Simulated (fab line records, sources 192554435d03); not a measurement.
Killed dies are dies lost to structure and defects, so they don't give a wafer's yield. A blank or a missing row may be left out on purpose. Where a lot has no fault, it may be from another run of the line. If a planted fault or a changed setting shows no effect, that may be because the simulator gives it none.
8D (eight disciplines) problem report, filled in by code + flow n5-finfet + the parts of the form that need people (team, actions taken, sign-off) are left out

## 1. PROBLEM STATEMENT
Mean of etch-rf-on-time-s at N5_BEOL_M9_ETCH_61: 54.2 s over 2 wafers from 1 lot, against 64.6 s (standard deviation 0.93) on wafers with no fault. Measured from the usual mean, that is -11 standard deviations.
The step: etches SiARC in CF4, target depth 39 nm, time 65 s.
Seen first at day 12 16:37 on rie-diel-02, wafer L370.1. Wafers with a number at this step in the record: 30, from 10 lots. The rule behind "out" and "out of limits": a value lying over 4 standard deviations away from the usual mean. All remaining wafers that have a number are taken as sound.

## 2. WHAT THIS IS AND IS NOT
| question                    | is                | is not                                                                                                  |
|-----------------------------|-------------------|---------------------------------------------------------------------------------------------------------|
| which readings at this step | etch-rf-on-time-s | bias-w, drypump-motor-current-A, rf-vpp-V, showerhead-plenum-p-Torr, throttle-valve-pct                 |
| which lots                  | L370              | L362, L363, L376, L377, L378, L379, L382, L383, L384                                                    |
| which wafers of those lots  | L370.1, L370.5    | L370.4                                                                                                  |
| read on which tools         | rie-diel-02       | rie-diel-05, rie-diel-06                                                                                |
| when                        | from day 12 16:37 | up to then (7 sound wafers); but 21 sound wafers of L376, L377, L378, L379, L382, L383, L384 came after |

## 3. SUSPECTS, AND WHAT RULES EACH OUT
Counting: a tool at a process step up to the reading stays a suspect if it ran every lot that is out. Sound lots after the first of them don't rule it out here, since some wafers of a struck lot are sound.
- pvd-sputter-02 at N5_BEOL_M8_DEGAS_44 (time 60 s): kept. The lot that is out, L370, ran on it at day 12 10:43; the last sound lot it ran before that was L362, at day 10 02:46.
- rie-diel-02 at N5_BEOL_M9_ETCH_61 (etches SiARC in CF4, target depth 39 nm, time 65 s): kept. The lot that is out, L370, ran on it at day 12 16:37; the last sound lot it ran before that was L363, at day 10 20:12. Out on those wafers are its own readings of etch-rf-on-time-s.
- At N5_BEOL_M9_ETCH_61 on rie-diel-02, chamber 2 took the sound wafers of the same lots and chamber 0 took the wafers that are out.
Left after counting: pvd-sputter-02 at N5_BEOL_M8_DEGAS_44, rie-diel-02 at N5_BEOL_M9_ETCH_61.

## 4. THE CAUSE (what the simulator had put in)
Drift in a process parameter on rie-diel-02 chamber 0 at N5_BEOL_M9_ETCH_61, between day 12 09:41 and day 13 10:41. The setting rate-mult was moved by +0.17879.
2 suspects survive the count, and this tool is in that group.

## 5. SEQUENCE OF EFFECTS, ordered by route
Rows list readings where the struck wafers' mean (over those with a number) sits beyond 3 standard deviations from the usual. Only readings for which the record gives a usual standard deviation are gone through. hours: the time from each lot's start at the first step in this table that gives one to its start at this step, as a median over the lots. sigmas: the change in usual standard deviations.
| hours | step               | reading           | usual     | on struck wafers | change | sigmas |
|-------|--------------------|-------------------|-----------|------------------|--------|--------|
| 0     | N5_BEOL_M9_ETCH_61 | etch-rf-on-time-s | 64.6 s    | 54.2             | -10.4  | -11    |
| 0     | N5_BEOL_M9_ETCH_61 | oes-product-au    | 0.67 a.u. | 0.89             | +0.22  | +3.4   |
The process steps in it:
- N5_BEOL_M9_ETCH_61: etches SiARC in CF4, target depth 39 nm, time 65 s.

## 6. HOW IT WOULD HAVE BEEN CAUGHT EARLIER
In this record the first reading out of limits was taken at day 12 16:37, 7 hours after the fault began at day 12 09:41.
